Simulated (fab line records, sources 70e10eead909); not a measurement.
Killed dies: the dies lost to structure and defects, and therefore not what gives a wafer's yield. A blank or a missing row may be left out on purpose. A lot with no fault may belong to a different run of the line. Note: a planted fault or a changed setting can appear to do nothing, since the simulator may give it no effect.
A lot that was struck, set against a sound lot | flow nand_harc | 18 out of 1159 route steps
Sound: these wafers, L111.1, L111.2, L111.6. Struck: wafer L109.2 (left out: L109.3, a lot-mate that was not struck); the cause follows at the end.
Per side, at each step with rows, come the tool, then ch with its chambers, and then its first start. Under that, the readings that differ: sound wafers | struck wafers | difference of the means | sigmas: that difference in standard deviations of wafers without a fault.
alike: readings whose means differ by less than 2 such deviations, and words and numbers that are the same on both sides. not compared: withheld readings, readings that some wafer has no value for, bounds like >300 that may hide the same value, and numbers for which the record gives no deviation and whose values overlap.
Wherever a step has rows on one side only, a row that says differs or no value, or a row with sigmas, the two part there. Non-overlapping numbers with no deviation appear without sigmas and do not part them. A reading missing from all wafers of one side parts the sides only when that side holds two or more wafers.

NHARC_P_CONTACT_CMP_01: polishes SiO2, target thk 200 nm.
  sound on cmp-01 ch 0,1,3, day 11 04:42; struck on cmp-01 ch 1, day 10 12:57
  alike: motor_current_A
then, 10 steps without rows for these wafers: NHARC_P_CONTACT_SRD_03; NHARC_P_CONTACT_DEHYDRATE_04 (time 120 s); NHARC_P_CONTACT_HMDS_05 (time 30 s); NHARC_P_CONTACT_COAT_33 (time 75 s); NHARC_P_CONTACT_COAT_34 (time 65 s); NHARC_P_CONTACT_COAT_06 (resist thk 90 nm); NHARC_P_CONTACT_SOFTBAKE_07 (time 55 s); NHARC_P_CONTACT_EBR_08; NHARC_P_CONTACT_EXPOSE_09 (exposes mask P CA, target cd 90 nm); NHARC_P_CONTACT_PEB_10 (peb time 65 s).
NHARC_P_CONTACT_DEVELOP_11: develop time 35 s.
  sound on litho_track-06 ch 0, day 11 05:00; struck on litho_track-04 ch 0, day 10 13:00
  alike: exhaust_pa
NHARC_P_CONTACT_CD_MEAS_12: target cd 90 nm.
  sound on cd_sem-01 ch 0, day 11 05:25; struck on cd_sem-01 ch 0, day 10 13:44
  alike: cd_nm
NHARC_P_CONTACT_OVL_MEAS_13:
  sound on overlay-02, day 11 05:29; struck on overlay-01, day 10 13:49
  alike: overlay_x_nm, overlay_y_nm
NHARC_P_CONTACT_INSPECT_14:
  sound on defect_inspect-02, day 11 05:32; struck on defect_inspect-02, day 10 13:51
  alike: raw_defect_count
NHARC_P_CONTACT_DESCUM_17: chemistry O2, time 3 s.
  sound on rie_diel-01 ch 1,2,3, day 11 05:37; struck on rie_diel-09 ch 3, day 10 13:56
  alike: drypump_motor_current_A, oes_product_au, rf_vpp_V, showerhead_plenum_p_Torr, throttle_valve_pct
  not compared: rf_hours_counter_h, model.P_CONTACT.cd_nm
NHARC_P_CONTACT_ETCH_35: etches the open film in CF4, target depth 39 nm, time 65 s.
  sound on rie_diel-01 ch 0,3, day 11 05:41; struck on rie_diel-09 ch 1, day 10 14:01
  alike: drypump_motor_current_A, oes_product_au, rf_vpp_V, showerhead_plenum_p_Torr, throttle_valve_pct
  not compared: rf_hours_counter_h, model.P_CONTACT.cd_nm
NHARC_P_CONTACT_ETCH_36: etches the open film in N2/H2, target depth 260 nm, time 406.25 s.
  sound on rie_diel-01 ch 0,1; struck on rie_diel-09 ch 2
  alike: drypump_motor_current_A, oes_product_au, rf_vpp_V, showerhead_plenum_p_Torr, throttle_valve_pct
  not compared: rf_hours_counter_h

## WHERE THEY PART
Nowhere in this record.

WHY: the cause the simulator had injected
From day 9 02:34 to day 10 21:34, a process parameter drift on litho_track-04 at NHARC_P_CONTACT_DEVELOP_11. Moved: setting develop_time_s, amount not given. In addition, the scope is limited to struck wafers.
